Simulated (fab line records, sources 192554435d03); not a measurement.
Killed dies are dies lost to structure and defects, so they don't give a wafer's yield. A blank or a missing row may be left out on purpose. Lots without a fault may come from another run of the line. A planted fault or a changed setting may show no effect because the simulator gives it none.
Chamber matching | flow n5_finfet | N5_BEOL_M12_DESCUM_33 on rie_diel-02: 4 sister chambers
The step chemistry O2, time 7.9 s. 18 wafers are shown with their chamber, then 9 later ones without.

WAFERS WITH THEIR CHAMBER
wafer  | chamber | showerhead_plenum_p_Torr (Torr) | throttle_valve_pct (%) | oes_product_au (a.u.)
L074.2 | 0       | 2.15                            | 20.89                  | 0.68
L074.3 | 1       | 2.10                            | 20.66                  | 0.81
L074.4 | 3       | 2.16                            | 20.33                  | 0.72
L078.1 | 2       | 2.08                            | 20.44                  | 0.71
L078.3 | 3       | 2.15                            | 20.36                  | 0.71
L078.4 | 1       | 2.10                            | 20.67                  | 0.80
L081.3 | 3       | 2.15                            | 20.38                  | 0.69
L081.5 | 2       | 2.07                            | 20.44                  | 0.69
L081.6 | 3       | 2.15                            | 20.38                  | 0.69
L084.2 | 2       | 2.07                            | 20.44                  | 0.69
L084.3 | 3       | 2.15                            | 20.38                  | 0.69
L084.4 | 1       | 2.09                            | 20.69                  | 0.78
L089.3 | 3       | 2.14                            | 20.39                  | 0.68
L089.4 | 0       | 2.14                            | 20.56                  | 0.91
L089.5 | 3       | 2.14                            | 20.41                  | 0.68
L087.2 | 1       | 2.09                            | 20.72                  | 0.77
L087.4 | 2       | 2.07                            | 20.47                  | 0.69
L087.5 | 3       | 2.14                            | 20.39                  | 0.69

SIGNATURES (means of the wafers above)
reading                  | chamber 0 | chamber 1 | chamber 2 | chamber 3 | scatter within a chamber
showerhead_plenum_p_Torr | 2.1450    | 2.0950    | 2.0725    | 2.1475    | 0.00641
throttle_valve_pct       | 20.7250   | 20.6850   | 20.4475   | 20.3775   | 0.0661
oes_product_au           | 0.7950    | 0.7900    | 0.6950    | 0.6937    | 0.0456
Rule: a wafer's distance from a chamber is the root of the sum, over the readings, of the square of ((its reading less the chamber's mean) divided by the reading's scatter). The wafer belongs to the nearest chamber; if the next one is less than 2 further off, it can't be placed. The scatter: the root of (the sum of the squares of (reading less its chamber's mean) over the shown wafers, divided by (wafers less chambers)).

WAFERS WITHOUT THEIR CHAMBER
wafer  | showerhead_plenum_p_Torr (Torr) | throttle_valve_pct (%) | oes_product_au (a.u.)
L093.1 | 2.14                            | 20.41                  | 0.68
L093.3 | 2.14                            | 20.57                  | 0.90
L093.6 | 2.09                            | 20.74                  | 0.77
L094.1 | 2.08                            | 20.77                  | 0.75
L094.2 | 2.13                            | 20.60                  | 0.87
L094.3 | 2.06                            | 20.50                  | 0.68
L095.2 | 2.06                            | 20.48                  | 0.68
L095.3 | 2.13                            | 20.58                  | 0.88
L095.6 | 2.06                            | 20.50                  | 0.67

WHICH CHAMBER EACH WENT THROUGH
wafer  | from the rows above | in truth
L093.1 | 3                   | 3
L093.3 | 0                   | 0
L093.6 | 1                   | 1
L094.1 | 1                   | 1
L094.2 | 0                   | 0
L094.3 | 2                   | 2
L095.2 | 2                   | 2
L095.3 | 0                   | 0
L095.6 | 2                   | 2
Placed correctly: 9 of 9. Can't be placed from these rows: 0. Placed wrongly: 0.
